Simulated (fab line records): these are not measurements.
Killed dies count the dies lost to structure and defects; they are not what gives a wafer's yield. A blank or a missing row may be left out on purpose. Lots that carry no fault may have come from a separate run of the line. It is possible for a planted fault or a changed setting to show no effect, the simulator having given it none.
fab line records	flow nand_harc
record: lots: 24	wafers: 72	last_day: 24
route steps=1159 shown P_CONTACT@252 P_M0@278 P_M1@306 P_M2@336
lots that met no fault: from a run of the same line without faults
start_h: start of the lot's first displayed wafer, in hours after the record's first day	wait_h: hours since the lot's step before	" repeats the value in the row above	L1.1+2: a row that stands for several wafers	- no value, or no start was given	* or withheld: withheld	< > ~ a bound
route shown NAME@n: a module of which the file shows steps, and the number in the route of the first	usual: the fault-free wafers' mean and standard deviation	same: alike in all rows	chamber/n: place in a boat	sites: readings site by site	_std_site: the values' standard deviation	_edge_site: the outer-site mean with the inner-site mean subtracted	radius_mm: for every site, how far away it sits from the centre of the wafer	mask NAME#n: copy n	behind: the last tool/chamber to shape the wafer	hold: why the lot was held/for how many hours/how that ended	device: which transistor (n, p or np) failed to switch	end of line: the route-end tests of the same wafers	for a step that has no rows: nothing shown but its recipe	killed: dies lost to structure and defects at the first sort, not the wafer's yield	map: a wafer's dies, marking killed ones x, the rest . and places with no die _
set.NAME: the run value of the setting; set.NAME@STEP: its run value at that earlier step	model.NAME: the simulator's own value behind a step, which no gauge read
steps of the route over a sample of lots; a table a step, a row a wafer
services: from which hour (start_h, from the record's first day; less than 0 if before it) a tool's chamber was out of use, for how many hours, and why
== steps ==
step: NHARC_P_CONTACT_INSPECT_27
usual: raw_defect_count: 252/84
lot.wafer	tool	chamber	start_h	wait_h	raw_defect_count
L074.3	defect_inspect-02	-	118.34	0.1	293
L074.4	"	-	"	"	387
L074.6	"	-	"	"	239
L075.1	defect_inspect-02	-	127.34	0.1	292
L075.4	"	-	"	"	189
L075.6	"	-	"	"	223
L076.2	defect_inspect-01	-	127.88	0.1	291
L076.3	"	-	"	"	283
L076.6	"	-	"	"	272
L077.1	defect_inspect-02	-	136.93	0.1	274
L077.4	"	-	"	"	178
L077.6	"	-	"	"	140
L078.2	defect_inspect-02	-	138.82	0.1	130
L078.5	"	-	"	"	159
L078.6	"	-	"	"	211
L081.1	defect_inspect-02	-	153.83	0.1	202
L081.2	"	-	"	"	136
L081.5	"	-	"	"	284
L080.2	defect_inspect-01	-	154.80	0.1	428
L080.3	"	-	"	"	290
L080.5	"	-	"	"	352
L079.3	defect_inspect-02	-	155.38	0.1	163
L079.4	"	-	"	"	118
L079.6	"	-	"	"	305
L082.1	defect_inspect-01	-	161.50	0.1	243
L082.2	"	-	"	"	341
L082.4	"	-	"	"	327
L083.1	defect_inspect-01	-	165.54	0.1	274
L083.4	"	-	"	"	137
L083.5	"	-	"	"	236
L084.3	defect_inspect-01	-	170.40	0.1	230
L084.4	"	-	"	"	226
L084.6	"	-	"	"	251
L087.1	defect_inspect-01	-	191.14	0.1	311
L087.3	"	-	"	"	324
L087.5	"	-	"	"	268
L086.1	defect_inspect-01	-	192.36	0.1	442
L086.2	"	-	"	"	261
L086.4	"	-	"	"	415
L085.1	defect_inspect-01	-	212.13	0.1	363
L085.2	"	-	"	"	325
L085.5	"	-	"	"	310
L088.3	defect_inspect-01	-	213.97	0.1	214
L088.4	"	-	"	"	182
L088.6	"	-	"	"	109
L090.1	defect_inspect-02	-	220.22	0.1	210
L090.2	"	-	"	"	209
L090.6	"	-	"	"	291
L089.4	defect_inspect-02	-	220.75	0.1	188
L089.5	"	-	"	"	162
L089.6	"	-	"	"	223
L091.2	defect_inspect-02	-	221.73	0.1	247
L091.3	"	-	"	"	207
L091.6	"	-	"	"	113
L094.1	defect_inspect-02	-	229.73	0.1	250
L094.2	"	-	"	"	156
L094.4	"	-	"	"	162
L093.2	defect_inspect-02	-	231.73	0.1	179
L093.5	"	-	"	"	194
L093.6	"	-	"	"	222
L092.2	defect_inspect-01	-	231.74	0.1	273
L092.3	"	-	"	"	250
L092.6	"	-	"	"	132
L095.2	defect_inspect-01	-	244.94	0.1	246
L095.3	"	-	"	"	258
L095.4	"	-	"	"	307
L096.1	defect_inspect-01	-	245.47	0.1	353
L096.3	"	-	"	"	310
L096.4	"	-	"	"	418
L097.4	defect_inspect-01	-	254.02	0.1	271
L097.5	"	-	"	"	138
L097.6	"	-	"	"	241
step: NHARC_P_M0_CMP_23
recipe: t_overpolish_s: 20	target_thk_nm: 117.53
usual: motor_current_A: 12.5/1.4	time_to_endpoint_s: 28.0/2.4
lot.wafer	tool	chamber	start_h	wait_h	motor_current_A	time_to_endpoint_s
L074.3	cmp-02	3	121.34	-	12.2	28.2
L074.4	"	0	"	"	12.7	27.1
L074.6	"	3	"	"	11.7	27.1
L075.4	cmp-01	2	130.48	-	10.0	24.2
L075.1	"	1	"	"	15.3	26.5
L075.6	"	3	"	"	14.7	26.3
L076.3	cmp-01	0	130.97	-	11.8	27.7
L076.2	"	1	"	"	16.1	26.6
L076.6	"	1	"	"	15.6	25.4
L077.1	cmp-03	3	140.14	-	12.0	25.4
L077.4	"	0	"	"	12.9	27.8
L077.6	"	3	"	"	11.1	26.2
L078.2	cmp-02	2	141.90	-	13.2	24.5
L078.5	"	1	"	"	11.6	28.1
L078.6	"	2	"	"	13.0	28.3
L081.1	cmp-01	1	156.96	-	15.5	24.8
L081.2	"	0	"	"	11.7	28.7
L081.5	"	1	"	"	15.5	24.9
L080.2	cmp-02	1	157.96	-	12.6	30.6
L080.3	"	2	"	"	12.7	29.4
L080.5	"	3	"	"	12.7	30.7
L079.3	cmp-01	1	158.52	-	15.8	23.6
L079.4	"	3	"	"	14.0	26.1
L079.6	"	1	"	"	15.4	24.2
L082.2	cmp-03	0	164.79	-	12.5	31.9
L082.1	"	1	"	"	11.6	31.7
L082.4	"	3	"	"	12.2	30.7
L083.4	cmp-03	0	168.53	-	12.3	29.7
L083.1	"	2	"	"	13.2	30.2
L083.5	"	0	"	"	12.3	28.4
L084.3	cmp-03	3	173.73	-	11.8	29.2
L084.4	"	0	"	"	11.6	29.7
L084.6	"	2	"	"	13.1	29.6
L087.1	cmp-02	0	194.57	-	12.8	30.6
L087.3	"	2	"	"	12.9	30.8
L087.5	"	0	"	"	12.7	32.3
L086.4	cmp-03	1	195.53	-	11.1	27.6
L086.2	"	2	"	"	13.1	28.5
L086.1	"	3	"	"	11.4	28.6
L085.2	cmp-01	0	215.26	-	11.5	27.0
L085.1	"	1	"	"	15.1	24.7
L085.5	"	0	"	"	11.8	27.3
L088.4	cmp-02	3	217.02	-	11.1	30.1
L088.3	"	0	"	"	12.3	29.5
L088.6	"	2	"	"	12.7	28.5
L090.1	cmp-02	2	223.38	-	12.8	27.2
L090.2	"	3	"	"	11.9	32.2
L090.6	"	3	"	"	12.3	32.7
L089.4	cmp-01	2	223.91	-	10.2	24.7
L089.6	"	2	"	"	10.6	26.4
L089.5	"	3	"	"	14.5	28.4
L091.3	cmp-03	2	224.91	-	12.4	29.7
L091.2	"	3	"	"	12.6	25.6
L091.6	"	2	"	"	13.2	29.9
L094.1	cmp-01	1	232.86	-	15.7	29.7
L094.2	"	2	"	"	10.5	26.6
L094.4	"	3	"	"	14.0	31.4
L092.2	cmp-02	3	235.09	-	12.1	26.4
L092.3	"	1	"	"	12.7	27.8
L092.6	"	3	"	"	11.9	27.1
L093.2	cmp-03	3	235.09	-	12.0	25.0
L093.6	"	0	"	"	11.9	23.9
L093.5	"	1	"	"	11.2	27.2
L095.3	cmp-01	0	248.05	-	11.5	27.2
L095.4	"	1	"	"	15.4	25.7
L095.2	"	3	"	"	13.6	28.4
L096.4	cmp-02	0	248.68	-	12.0	28.3
L096.1	"	2	"	"	12.6	26.9
L096.3	"	3	"	"	11.5	28.2
L097.4	cmp-01	1	257.18	-	15.4	25.3
L097.6	"	1	"	"	15.8	25.0
L097.5	"	2	"	"	10.6	26.2
step: NHARC_P_M1_PRE_CLEAN_30
recipe: time_s: 30	temp_c: 280	gas: H2/He
usual: heater_power_w: 428/54	susceptor_temp_C: 279.98/0.17
lot.wafer	tool	chamber	start_h	wait_h	heater_power_w	susceptor_temp_C
L074.3	pvd_sputter-02	-	-	-	465	280.32
L074.4	"	-	"	"	442	279.94
L074.6	"	-	"	"	328	279.73
L075.1	pvd_sputter-03	-	-	-	451	-
L075.4	"	-	"	"	536	-
L075.6	"	-	"	"	525	-
L076.2	pvd_sputter-02	-	-	-	459	279.93
L076.3	"	-	"	"	429	279.70
L076.6	"	-	"	"	455	279.77
L077.4	pvd_sputter-02	-	-	-	493	280.09
L077.1	"	-	"	"	446	280.10
L077.6	"	-	"	"	332	279.69
L078.2	pvd_sputter-01	-	-	-	451	279.72
L078.5	"	-	"	"	394	280.13
L078.6	"	-	"	"	416	280.31
L081.2	pvd_sputter-03	-	-	-	374	280.07
L081.1	"	-	"	"	537	280.08
L081.5	"	-	"	"	372	279.95
L080.2	pvd_sputter-03	-	-	-	389	279.67
L080.3	"	-	"	"	388	280.08
L080.5	"	-	"	"	381	280.16
L079.3	pvd_sputter-03	-	-	-	430	279.90
L079.4	"	-	"	"	376	279.86
L079.6	"	-	"	"	440	280.03
L082.2	pvd_sputter-01	-	-	-	410	279.95
L082.4	"	-	"	"	389	280.11
L082.1	"	-	"	"	435	279.84
L083.1	pvd_sputter-03	-	-	-	376	280.32
L083.4	"	-	"	"	379	279.88
L083.5	"	-	"	"	541	279.86
L084.3	pvd_sputter-03	-	-	-	549	279.73
L084.4	"	-	"	"	380	280.06
L084.6	"	-	"	"	444	279.94
L087.1	pvd_sputter-03	-	-	-	389	279.96
L087.3	"	-	"	"	538	279.83
L087.5	"	-	"	"	390	279.96
L086.1	pvd_sputter-01	-	-	-	439	279.92
L086.4	"	-	"	"	438	280.18
L086.2	"	-	"	"	422	280.11
L085.1	pvd_sputter-01	-	-	-	444	-
L085.2	"	-	"	"	444	-
L085.5	"	-	"	"	400	-
L088.4	pvd_sputter-01	-	-	-	412	280.04
L088.3	"	-	"	"	394	280.07
L088.6	"	-	"	"	419	280.04
L090.2	pvd_sputter-01	-	-	-	415	280.13
L090.1	"	-	"	"	399	280.03
L090.6	"	-	"	"	426	280.06
L089.4	pvd_sputter-03	-	-	-	550	-
L089.6	"	-	"	"	433	-
L089.5	"	-	"	"	522	-
L091.2	pvd_sputter-03	-	-	-	373	279.82
L091.3	"	-	"	"	372	280.13
L091.6	"	-	"	"	391	280.37
L094.4	pvd_sputter-02	-	-	-	461	279.85
L094.1	"	-	"	"	463	279.81
L094.2	"	-	"	"	452	280.04
L093.2	pvd_sputter-02	-	-	-	473	-
L093.5	"	-	"	"	463	-
L093.6	"	-	"	"	345	-
L092.2	pvd_sputter-03	-	-	-	385	279.81
L092.3	"	-	"	"	433	279.95
L092.6	"	-	"	"	381	280.08
L095.4	pvd_sputter-03	-	-	-	446	280.17
L095.3	"	-	"	"	536	279.98
L095.2	"	-	"	"	371	279.78
L096.1	pvd_sputter-03	-	-	-	550	279.99
L096.4	"	-	"	"	386	280.03
L096.3	"	-	"	"	386	280.02
L097.4	pvd_sputter-03	-	-	-	436	279.85
L097.6	"	-	"	"	377	279.97
L097.5	"	-	"	"	386	280.04
step: NHARC_P_M1_INSPECT_27
usual: raw_defect_count: 324/120
lot.wafer	tool	chamber	start_h	wait_h	raw_defect_count
L074.3	defect_inspect-01	-	125.99	0.0	391
L074.4	"	-	"	"	294
L074.6	"	-	"	"	390
L075.1	defect_inspect-01	-	135.13	0.0	302
L075.4	"	-	"	"	514
L075.6	"	-	"	"	428
L076.2	defect_inspect-01	-	135.48	0.0	291
L076.3	"	-	"	"	266
L076.6	"	-	"	"	245
L077.1	defect_inspect-01	-	144.80	0.1	310
L077.4	"	-	"	"	328
L077.6	"	-	"	"	403
L078.2	defect_inspect-01	-	146.35	0.0	197
L078.5	"	-	"	"	231
L078.6	"	-	"	"	251
L081.1	defect_inspect-02	-	161.68	0.0	441
L081.2	"	-	"	"	481
L081.5	"	-	"	"	517
L080.2	defect_inspect-02	-	162.70	0.0	248
L080.3	"	-	"	"	264
L080.5	"	-	"	"	548
L079.3	defect_inspect-02	-	163.38	0.0	402
L079.4	"	-	"	"	454
L079.6	"	-	"	"	672
L082.1	defect_inspect-02	-	169.84	0.0	200
L082.2	"	-	"	"	241
L082.4	"	-	"	"	208
L083.1	defect_inspect-02	-	173.39	0.0	281
L083.4	"	-	"	"	331
L083.5	"	-	"	"	294
L084.3	defect_inspect-02	-	178.20	0.0	326
L084.4	"	-	"	"	420
L084.6	"	-	"	"	242
L087.1	defect_inspect-02	-	199.11	0.0	397
L087.3	"	-	"	"	332
L087.5	"	-	"	"	280
L086.1	defect_inspect-02	-	200.02	0.0	362
L086.2	"	-	"	"	241
L086.4	"	-	"	"	272
L085.1	defect_inspect-02	-	219.87	0.0	207
L085.2	"	-	"	"	216
L085.5	"	-	"	"	245
L088.3	defect_inspect-01	-	221.51	0.0	409
L088.4	"	-	"	"	192
L088.6	"	-	"	"	547
L090.1	defect_inspect-02	-	228.00	0.0	255
L090.2	"	-	"	"	323
L090.6	"	-	"	"	354
L089.4	defect_inspect-01	-	228.83	0.0	250
L089.5	"	-	"	"	427
L089.6	"	-	"	"	289
L091.2	defect_inspect-02	-	229.59	0.0	332
L091.3	"	-	"	"	235
L091.6	"	-	"	"	240
L094.1	defect_inspect-02	-	237.50	0.0	249
L094.2	"	-	"	"	268
L094.4	"	-	"	"	488
L093.2	defect_inspect-02	-	239.53	0.0	276
L093.5	"	-	"	"	240
L093.6	"	-	"	"	211
L092.2	defect_inspect-01	-	239.77	0.0	363
L092.3	"	-	"	"	261
L092.6	"	-	"	"	229
L095.2	defect_inspect-02	-	252.62	0.0	329
L095.3	"	-	"	"	291
L095.4	"	-	"	"	192
L096.1	defect_inspect-01	-	253.43	0.0	247
L096.3	"	-	"	"	259
L096.4	"	-	"	"	217
L097.4	defect_inspect-01	-	261.80	0.0	475
L097.5	"	-	"	"	318
L097.6	"	-	"	"	764
step: NHARC_P_M2_ETCH_28
recipe: target_depth_a: 300	over_etch_frac: 0.3	time_s: 72.99	ion_energy_ev: 150	cf4_flow_sccm: 50	n2_flow_sccm: 100	ar_flow_sccm: 150	rf_w: 300	bias_w: 100	chemistry: CF4/N2
usual: drypump_motor_current_A: 5.7/0.4	oes_product_au: 0.996/0.01	rf_vpp_V: 313.5/2.1	showerhead_plenum_p_Torr: 2.59/0.11	throttle_valve_pct: 19.794/0.01
lot.wafer	tool	chamber	start_h	wait_h	drypump_motor_current_A	oes_product_au	rf_hours_counter_h	rf_vpp_V	showerhead_plenum_p_Torr	throttle_valve_pct
L074.3	rie_diel-09	3	-	-	5.4	0.983	14	315.5	2.68	19.782
L074.4	"	1	"	"	5.0	1.004	14	312.4	2.54	19.779
L074.6	"	0	"	"	5.4	1.013	-	311.9	2.46	19.792
L075.1	rie_diel-03	1	-	-	5.6	0.999	3	313.3	2.59	19.793
L075.4	"	3	"	"	6.3	0.992	3	317.2	2.77	19.789
L075.6	"	1	"	"	5.7	0.997	-	315.5	2.59	19.789
L076.2	rie_diel-03	2	-	-	6.1	1.003	3	311.4	2.47	19.790
L076.3	"	1	"	"	5.6	0.988	3	313.6	2.59	19.802
L076.6	"	3	"	"	6.3	0.997	-	316.3	2.77	19.771
L077.4	rie_diel-11	0	-	-	5.2	1.008	23	314.4	2.73	19.785
L077.1	"	2	"	"	5.9	0.993	25	311.6	2.48	19.815
L077.6	"	0	"	"	5.2	0.996	-	316.9	2.73	19.794
L078.2	rie_diel-11	1	-	-	5.6	0.991	15	310.4	2.45	19.790
L078.6	"	1	"	"	5.7	0.989	-	311.1	2.45	19.795
L078.5	"	2	"	"	5.9	0.988	-	312.4	2.48	19.780
L081.1	rie_diel-11	3	-	-	5.2	1.001	31	311.4	2.46	19.781
L081.2	"	0	"	"	5.2	0.993	28	316.6	2.73	19.801
L081.5	"	3	"	"	5.2	1.009	-	311.3	2.46	19.786
L080.2	rie_diel-03	0	-	-	5.5	0.993	4	313.3	2.64	19.802
L080.3	"	1	"	"	5.6	1.005	4	312.0	2.59	19.793
L080.5	"	0	"	"	5.5	0.990	-	314.3	2.64	19.791
L079.3	rie_diel-03	0	-	-	5.5	0.987	4	314.8	2.64	19.805
L079.4	"	1	"	"	5.6	0.980	4	314.8	2.59	19.790
L079.6	"	1	"	"	5.6	0.995	-	314.2	2.59	19.798
L082.1	rie_diel-03	1	-	-	5.7	0.999	5	313.8	2.59	19.799
L082.2	"	3	"	"	6.3	0.992	4	316.0	2.77	19.786
L082.4	"	0	"	"	5.5	0.986	5	313.8	2.64	19.784
L083.1	rie_diel-09	0	-	-	5.4	1.004	36	311.3	2.45	19.791
L083.4	"	3	"	"	5.4	0.988	30	315.7	2.68	19.772
L083.5	"	0	"	"	5.4	1.006	-	311.5	2.45	19.789
L084.3	rie_diel-03	2	-	-	6.2	0.997	5	310.4	2.47	19.791
L084.4	"	0	"	"	5.5	0.993	5	312.8	2.64	19.813
L084.6	"	3	"	"	6.3	0.990	-	316.0	2.77	19.779
L087.1	rie_diel-03	0	-	-	5.5	0.993	6	315.7	2.64	19.793
L087.3	"	2	"	"	6.2	1.005	5	310.6	2.47	19.775
L087.5	"	1	"	"	5.6	1.015	-	313.4	2.59	19.790
L086.4	rie_diel-03	0	-	-	5.5	0.982	6	313.2	2.64	19.793
L086.1	"	2	"	"	6.2	0.993	6	312.5	2.47	19.802
L086.2	"	3	"	"	6.3	1.003	5	316.1	2.77	19.797
L085.1	rie_diel-11	2	-	-	5.8	1.022	3	313.6	2.47	19.804
L085.2	"	3	"	"	5.2	1.002	1	311.4	2.46	19.778
L085.5	"	2	"	"	5.9	1.018	-	311.6	2.47	19.800
L088.3	rie_diel-09	1	-	-	5.0	0.982	53	312.0	2.52	19.797
L088.4	"	2	"	"	6.4	1.002	47	316.9	2.72	19.791
L088.6	"	0	"	"	5.4	1.014	-	310.8	2.44	19.797
L090.2	rie_diel-03	2	-	-	6.2	0.992	0	311.3	2.47	19.795
L090.1	"	0	"	"	5.5	0.967	0	313.8	2.64	19.798
L090.6	"	1	"	"	5.6	1.011	-	312.9	2.59	19.787
L089.4	rie_diel-11	0	-	-	5.2	1.007	5	315.6	2.72	19.805
L089.6	"	1	"	"	5.7	0.979	-	312.1	2.45	19.793
L089.5	"	2	"	"	5.8	1.009	-	312.0	2.47	19.788
L091.2	rie_diel-03	3	-	-	6.3	0.997	0	316.9	2.77	19.794
L091.3	"	0	"	"	5.5	0.970	0	313.0	2.64	19.807
L091.6	"	2	"	"	6.2	0.996	-	311.1	2.46	19.802
L094.1	rie_diel-03	0	-	-	5.5	0.984	1	315.9	2.64	19.811
L094.2	"	2	"	"	6.2	0.994	1	311.5	2.47	19.795
L094.4	"	3	"	"	6.3	0.991	1	314.7	2.77	19.792
L093.2	rie_diel-03	3	-	-	6.3	0.984	1	315.8	2.77	19.810
L093.5	"	2	"	"	6.2	0.987	-	311.1	2.46	19.810
L093.6	"	3	"	"	6.3	0.997	-	316.3	2.77	19.780
L092.3	rie_diel-09	3	-	-	5.3	0.995	54	314.1	2.66	19.810
L092.2	"	0	"	"	5.4	1.009	59	311.9	2.44	19.775
L092.6	"	0	"	"	5.4	1.007	-	311.1	2.44	19.793
L095.4	rie_diel-03	3	-	-	6.3	1.004	1	317.1	2.77	19.816
L095.3	"	0	"	"	5.5	0.968	1	314.5	2.64	19.799
L095.2	"	1	"	"	5.6	1.017	1	312.6	2.59	19.802
L096.1	rie_diel-03	2	-	-	6.2	0.987	1	312.6	2.46	19.797
L096.4	"	3	"	"	6.3	0.997	1	316.9	2.77	19.784
L096.3	"	1	"	"	5.6	1.000	1	314.6	2.59	19.808
L097.4	rie_diel-03	2	-	-	6.2	0.990	2	309.7	2.46	19.798
L097.5	"	0	"	"	5.5	0.972	-	314.6	2.63	19.779
L097.6	"	1	"	"	5.6	1.001	-	313.5	2.59	19.784
step: NHARC_P_M2_PRE_CLEAN_32
recipe: time_s: 12	temp_c: 370	rf_power_w: 300	gas: NH3
usual: heater_power_outer_w: 360/43	heater_power_w: 601/64	susceptor_temp_C: 370.02/0.2
lot.wafer	tool	chamber	start_h	wait_h	heater_power_outer_w	heater_power_w	susceptor_temp_C
L074.3	pecvd-04	1	130.21	0.1	373	598	369.82
L074.6	"	1	"	"	377	608	369.96
L074.4	"	2	"	"	413	658	369.84
L075.1	pecvd-02	2	139.30	0.1	344	606	369.94
L075.6	"	2	"	"	324	589	370.18
L075.4	"	0	"	"	315	593	370.30
L076.2	pecvd-03	0	140.02	0.1	396	664	370.13
L076.3	"	2	"	"	372	645	370.16
L076.6	"	1	"	"	358	600	369.80
L077.1	pecvd-04	1	149.04	0.1	314	532	369.84
L077.6	"	1	"	"	304	525	370.06
L077.4	"	2	"	"	435	704	369.74
L078.2	pecvd-02	0	150.74	0.1	350	625	369.95
L078.6	"	2	"	"	295	549	370.23
L078.5	"	0	"	"	337	613	370.11
L081.2	pecvd-03	0	166.09	0.1	354	636	369.98
L081.1	"	1	"	"	351	621	370.03
L081.5	"	1	"	"	355	613	369.95
L080.3	pecvd-02	0	167.30	0.1	363	657	370.45
L080.2	"	2	"	"	351	643	369.95
L080.5	"	1	"	"	370	568	370.00
L079.3	pecvd-03	2	168.71	0.3	362	588	369.76
L079.4	"	2	"	"	363	607	369.89
L079.6	"	1	"	"	309	549	369.96
L082.1	pecvd-04	0	173.95	0.1	339	565	370.01
L082.2	"	2	"	"	383	616	370.06
L082.4	"	2	"	"	379	621	369.88
L083.1	pecvd-03	1	177.55	0.1	319	571	369.75
L083.4	"	2	"	"	366	611	369.94
L083.5	"	0	"	"	395	695	369.86
L084.3	pecvd-04	2	182.71	0.1	358	596	370.28
L084.4	"	2	"	"	356	602	369.66
L084.6	"	1	"	"	335	554	369.89
L087.3	pecvd-02	1	203.24	0.1	400	607	370.39
L087.1	"	2	"	"	364	648	370.06
L087.5	"	1	"	"	382	606	370.52
L086.1	pecvd-03	2	204.22	0.1	367	606	370.13
L086.2	"	0	"	"	355	632	370.50
L086.4	"	0	"	"	366	638	370.18
L085.2	pecvd-04	2	224.41	0.1	408	665	370.10
L085.1	"	0	"	"	311	502	369.95
L085.5	"	1	"	"	340	545	370.16
L088.3	pecvd-04	0	225.79	0.1	357	559	369.93
L088.4	"	2	"	"	438	720	370.16
L088.6	"	0	"	"	355	557	369.48
L090.1	pecvd-03	1	232.25	0.1	349	589	369.72
L090.2	"	0	"	"	379	655	370.05
L090.6	"	2	"	"	323	549	369.90
L089.5	pecvd-04	0	233.05	0.2	332	517	369.81
L089.4	"	1	"	"	330	532	370.07
L089.6	"	2	"	"	456	731	369.83
L091.3	pecvd-04	2	233.95	0.1	460	720	370.12
L091.2	"	1	"	"	306	499	370.00
L091.6	"	1	"	"	300	496	369.99
L094.2	pecvd-03	0	241.71	0.1	345	616	370.35
L094.1	"	1	"	"	339	597	369.81
L094.4	"	0	"	"	351	619	370.14
L093.2	pecvd-03	1	243.64	0.1	360	605	370.02
L093.6	"	2	"	"	366	612	370.11
L093.5	"	0	"	"	369	656	369.71
L092.3	pecvd-04	0	244.00	0.1	344	550	370.15
L092.2	"	1	"	"	324	534	370.05
L092.6	"	0	"	"	346	553	369.91
L095.3	pecvd-04	1	256.76	0.1	348	573	370.02
L095.2	"	2	"	"	452	716	370.15
L095.4	"	2	"	"	439	726	370.06
L096.3	pecvd-04	0	257.66	0.1	308	502	369.84
L096.1	"	2	"	"	456	733	369.81
L096.4	"	1	"	"	349	550	370.16
L097.5	pecvd-04	2	266.06	0.1	438	731	369.55
L097.4	"	0	"	"	345	536	370.06
L097.6	"	1	"	"	313	495	370.14
== services ==
tool	chamber	start_h	hours	kind
pvd_sputter-03	-	102.00	10.0	pm
pecvd-03	-	111.00	13.0	pm
rie_diel-03	3	111.01	12.5	repair
cmp-02	-	116.18	2.0	repair
rie_diel-11	-	122.58	0.6	repair
pecvd-03	2	125.43	4.9	repair
cmp-02	-	128.50	4.0	pm
pecvd-03	2	141.84	4.6	repair
rie_diel-03	3	146.83	2.6	repair
cmp-03	-	148.15	0.2	repair
pecvd-04	1	153.72	23.2	repair
cmp-03	-	156.09	4.0	pm
pvd_sputter-01	-	158.02	10.0	pm
rie_diel-11	1	160.96	54.7	repair
cmp-02	-	165.03	5.0	repair
cmp-03	-	179.68	2.0	repair
cmp-01	-	182.75	4.0	pm
pecvd-03	-	189.66	0.6	repair
pecvd-04	-	195.42	13.0	pm
rie_diel-03	-	215.33	9.0	pm
cmp-02	-	226.50	4.0	pm
pvd_sputter-03	-	249.30	1.1	repair
cmp-03	-	254.09	4.0	pm
cmp-02	-	257.49	0.6	repair
== key ==
fault none
